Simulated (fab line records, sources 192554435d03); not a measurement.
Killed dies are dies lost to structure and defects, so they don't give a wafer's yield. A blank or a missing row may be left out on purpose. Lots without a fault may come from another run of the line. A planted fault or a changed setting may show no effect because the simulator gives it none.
Split-lot experiment | flow n5_finfet | 7 lots, 39 wafers read, on a route of 1938 steps

THE SPLIT
At N5_DUMMY_GATE_ETCH_37 (etches SOC in N2/H2, target depth 60 nm, overetch 30 nm), the setting source_w was moved away from the recipe's 840 W on 9 of the 39 wafers read, by -5.8% to +7.9%. The other wafers ran this setting at the recipe's value.

The reading is taken at the split's own step.

THE READING
rf_vpp_V, in V, at N5_DUMMY_GATE_ETCH_37 (etches SOC in N2/H2, target depth 60 nm, overetch 30 nm). Fault-free wafers of this fab line usually give 523.6 V, standard deviation 2.7 V.

wafer  | tool, chamber at the split | source_w as run, W | against the recipe | rf_vpp_V, V | against lot-mates on the recipe
L075.1 | rie_diel-04, 1             | 840                | recipe             | 523.1       | -
L075.2 | rie_diel-04, 0             | 840                | recipe             | 519.7       | -
L075.3 | rie_diel-04, 3             | 840                | recipe             | 523.3       | -
L075.4 | rie_diel-04, 2             | 840                | recipe             | 524.5       | -
L075.5 | rie_diel-04, 1             | 840                | recipe             | 523.0       | -
L075.6 | rie_diel-04, 0             | 840                | recipe             | 518.9       | -
L080.3 | rie_diel-02, 3             | 840                | recipe             | 523.9       | -
L080.4 | rie_diel-02, 3             | 840                | recipe             | 523.3       | -
L080.6 | rie_diel-02, 2             | 840                | recipe             | 522.8       | -
L082.1 | rie_diel-02, 0             | 791.6              | -5.8%              | 528.4       | +5.4
L082.2 | rie_diel-02, 2             | 840                | recipe             | 523.6       | -
L082.3 | rie_diel-02, 3             | 791.6              | -5.8%              | 535.4       | +12.4
L082.4 | rie_diel-02, 1             | 840                | recipe             | 522.8       | -
L082.5 | rie_diel-02, 3             | 840                | recipe             | 522.6       | -
L082.6 | rie_diel-02, 0             | 791.6              | -5.8%              | 529.0       | +6.0
L083.1 | rie_diel-03, 0             | 906.1              | +7.9%              | 509.7       | -16.4
L083.2 | rie_diel-03, 2             | 840                | recipe             | 525.2       | -
L083.3 | rie_diel-03, 3             | 906.1              | +7.9%              | 515.9       | -10.2
L083.4 | rie_diel-03, 1             | 840                | recipe             | 527.4       | -
L083.5 | rie_diel-03, 1             | 840                | recipe             | 525.7       | -
L083.6 | rie_diel-03, 0             | 906.1              | +7.9%              | 511.8       | -14.3
L088.1 | rie_diel-02, 1             | 840                | recipe             | 522.3       | -
L088.2 | rie_diel-02, 0             | 888.2              | +5.7%              | 510.0       | -12.7
L088.3 | rie_diel-02, 2             | 840                | recipe             | 523.5       | -
L088.4 | rie_diel-02, 3             | 888.2              | +5.7%              | 514.9       | -7.8
L088.5 | rie_diel-02, 2             | 888.2              | +5.7%              | 513.4       | -9.3
L088.6 | rie_diel-02, 3             | 840                | recipe             | 522.3       | -
L094.1 | rie_diel-02, 2             | 840                | recipe             | 525.2       | -
L094.2 | rie_diel-02, 1             | 840                | recipe             | 522.4       | -
L094.3 | rie_diel-02, 3             | 840                | recipe             | 523.9       | -
L094.4 | rie_diel-02, 0             | 840                | recipe             | 517.8       | -
L094.5 | rie_diel-02, 2             | 840                | recipe             | 523.8       | -
L094.6 | rie_diel-02, 3             | 840                | recipe             | 523.5       | -
L097.1 | rie_diel-02, 0             | 840                | recipe             | 520.0       | -
L097.2 | rie_diel-02, 3             | 840                | recipe             | 524.6       | -
L097.3 | rie_diel-02, 2             | 840                | recipe             | 522.8       | -
L097.4 | rie_diel-02, 1             | 840                | recipe             | 522.4       | -
L097.5 | rie_diel-02, 1             | 840                | recipe             | 520.0       | -
L097.6 | rie_diel-02, 0             | 840                | recipe             | 517.6       | -

THE FIT
A straight line over all 39 wafers: rf_vpp_V changes by -1.44 V for each +1% of source_w; r = -0.88; the points scatter about the line by 2.4 V.
The same after taking each lot's own level away (the mean of its wafers on the recipe; 39 wafers): -1.63 V for each +1%; r = -0.93; scatter 2.1 V.
On that fit, the largest move of source_w shifts the reading by 13 V.
The lots' own levels span 521.23 to 526.10 V, that is 1.8 times the standard deviation above.
So the lot-to-lot level changes the slope: the two fits differ.
Check: with one of the wafers moved furthest among these (+7.9%) left out of the fit, the line predicts -12.3 V for it against its lot-mates. It came out at -16.4 V against them.
Tool readings at the split's step, against how far the setting was moved: rf_vpp_V r = -0.88.

OTHER SPLITS ON THESE WAFERS
These wafers also went through other splits before the reading. Each is held against what the fit with the lots' levels taken away leaves over:
other split on the same wafers    | wafers away from the commonest value | r with rf_vpp_V (lot level and that fit taken away)
N5_FIN_SAQP_SPACER1_ALD_24 temp_c | 12                                   | +0.20
N5_FIN_SAQP_FIN_ETCH_36 bias_w    | 15                                   | +0.09

THE FILE'S OWN FIT
rf_vpp_V changes by -1.64 V for each +1% of source_w, r = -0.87.
